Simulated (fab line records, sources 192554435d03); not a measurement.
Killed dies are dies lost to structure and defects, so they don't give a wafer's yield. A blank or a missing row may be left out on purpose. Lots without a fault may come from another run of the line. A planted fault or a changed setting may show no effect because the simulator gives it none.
Chamber matching | flow n5_finfet | N5_BEOL_M0_SAQP_MANDREL_ETCH_103 on rie_si-05: 4 sister chambers
The step etches a-Si in HBr/Cl2, stops on SiCN, target depth 45 nm, bt time 10 s, time 27 s. 7 wafers are shown with their chamber, then 9 later ones without.

WAFERS WITH THEIR CHAMBER
wafer  | chamber | drypump_motor_current_A (A) | oes_product_au (a.u.)
L083.6 | 3       | 5.77                        | 0.682
L084.2 | 0       | 6.02                        | 0.694
L084.3 | 2       | 5.67                        | 0.692
L084.4 | 1       | 5.68                        | 0.678
L085.1 | 1       | 5.70                        | 0.670
L085.2 | 2       | 5.65                        | 0.699
L085.3 | 0       | 6.01                        | 0.709

WAFERS WITHOUT THEIR CHAMBER
wafer  | drypump_motor_current_A (A) | oes_product_au (a.u.)
L089.3 | 5.77                        | 0.685
L089.4 | 5.68                        | 0.661
L089.5 | 6.00                        | 0.705
L091.1 | 5.69                        | 0.674
L091.3 | 6.02                        | 0.702
L091.6 | 5.70                        | 0.666
L092.2 | 5.68                        | 0.661
L092.5 | 5.72                        | 0.674
L092.6 | 6.00                        | 0.707

WHICH CHAMBER EACH WENT THROUGH
wafer  | from the rows above     | in truth
L089.3 | 3                       | 3
L089.4 | 1                       | 1
L089.5 | 0                       | 0
L091.1 | 1                       | 1
L091.3 | 0                       | 0
L091.6 | 1                       | 1
L092.2 | 1                       | 1
L092.5 | can't be placed: 1 or 3 | 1
L092.6 | 0                       | 0
Placed correctly: 8 of 9. Can't be placed from these rows: 1 (the true chamber is among the candidates in 1). Placed wrongly: 0.
How it was worked out, from the rows above alone: a wafer's distance from a chamber is the root of the sum, over the readings, of the square of ((its reading less the chamber's mean) divided by the reading's scatter). The wafer belongs to the nearest chamber; if the next one is less than 2 further off, it can't be placed. A chamber's mean is the mean of its shown wafers. The scatter: the root of (the sum of the squares of (reading less its chamber's mean) over the shown wafers, divided by (wafers less chambers)).
